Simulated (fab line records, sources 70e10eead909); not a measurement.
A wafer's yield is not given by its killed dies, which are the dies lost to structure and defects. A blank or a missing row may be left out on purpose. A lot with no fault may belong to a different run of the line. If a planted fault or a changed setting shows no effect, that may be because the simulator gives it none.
A struck lot beside a sound one / flow nand-harc / 14 out of 1302 route steps
Sound: these wafers, L340.2, L340.3, L340.6. Wafers L333.1, L333.6 were the ones struck. The cause is named last.
Order at every step that has rows: each side's tool, ch and its chambers, its first start. Under that, the readings that differ: sound wafers / struck wafers / difference of the means / sigmas: that difference in standard deviations of wafers without a fault.
alike: words and numbers the same on both sides, and readings whose means are apart by under 2 such deviations; not compared: readings that were withheld, readings missing a value for some wafer, numbers with overlapping values and no deviation given by the record, and bounds like >300 which may hide the same value.
The two part at a step that has a row with sigmas, a row that says differs or no value, or rows on one side only. Numbers that don't overlap but have no deviation are shown without sigmas and don't part them. A reading missing from all wafers of one side parts the sides only when that side holds two or more wafers.

first, 1 step without rows for these wafers: NHARC_A_ONON_D1_DEP_03 (target thk 1000 nm).
NHARC_A_ONON_D1_THK_MEAS_05: measures by ellipsometry.
  sound on film-metro-01, day 13 23:13; struck on film-metro-02, day 10 15:09
  alike: thk-nm
following that, 1 step holds no rows for these wafers, namely NHARC_A_ONON_D1_DEP_06 (target thickness 1000 nm).
NHARC_A_ONON_D1_THK_MEAS_08: measures by ellipsometry.
  sound on film-metro-01, day 13 23:47; struck on film-metro-02, day 10 15:43
  alike: thk-nm
following that, 1 step holds no rows for these wafers, namely NHARC_A_ONON_D1_DEP_09 (target thickness 1000 nm).
NHARC_A_ONON_D1_THK_MEAS_11: measures by ellipsometry.
  sound on film-metro-01, day 14 00:20; struck on film-metro-01, day 10 16:17
reading=thk-nm (nm); sound=986 984 986; struck=1026 1024; difference=+40; sigmas=+3
following that, 1 step holds no rows for these wafers, namely NHARC_A_ONON_D1_DEP_12 (target thickness 1000 nm).
NHARC_A_ONON_D1_THK_MEAS_14: measures by ellipsometry.
  sound on film-metro-02, day 14 01:02; struck on film-metro-02, day 10 16:51
  alike: thk-nm
then, 2 steps without rows for these wafers: NHARC_A_ONON_D1_ANNEAL_15 (time 3600 s); NHARC_A_ONON_D1_DEP_16 (target thk 1000 nm).
NHARC_A_ONON_D1_THK_MEAS_18: measures by ellipsometry.
  sound on film-metro-02, day 14 09:26; struck on film-metro-01, day 11 00:27
  alike: thk-nm
NHARC_A_ONON_D1_DEP_19: target thk 1000 nm.
  sound on pecvd-onon-02 ch 0, day 14 09:32; struck on pecvd-onon-01 ch 0, day 11 00:31
  alike: n2-flow-sccm, n2o-flow-sccm
NHARC_A_ONON_D1_THK_MEAS_21: measures by ellipsometry.
  sound on film-metro-02, day 14 09:59; struck on film-metro-02, day 11 01:01
reading=thk-nm (nm); sound=1013 1011 1012; struck=929 932; difference=-82; sigmas=-7
following that, 1 step holds no rows for these wafers, namely NHARC_A_ONON_D1_DEP_22 (target thickness 1000 nm).

WHERE THEY PART
First at NHARC_A_ONON_D1_THK_MEAS_11; last, within this record, at NHARC_A_ONON_D1_THK_MEAS_21.

WHY: what the simulator had put in
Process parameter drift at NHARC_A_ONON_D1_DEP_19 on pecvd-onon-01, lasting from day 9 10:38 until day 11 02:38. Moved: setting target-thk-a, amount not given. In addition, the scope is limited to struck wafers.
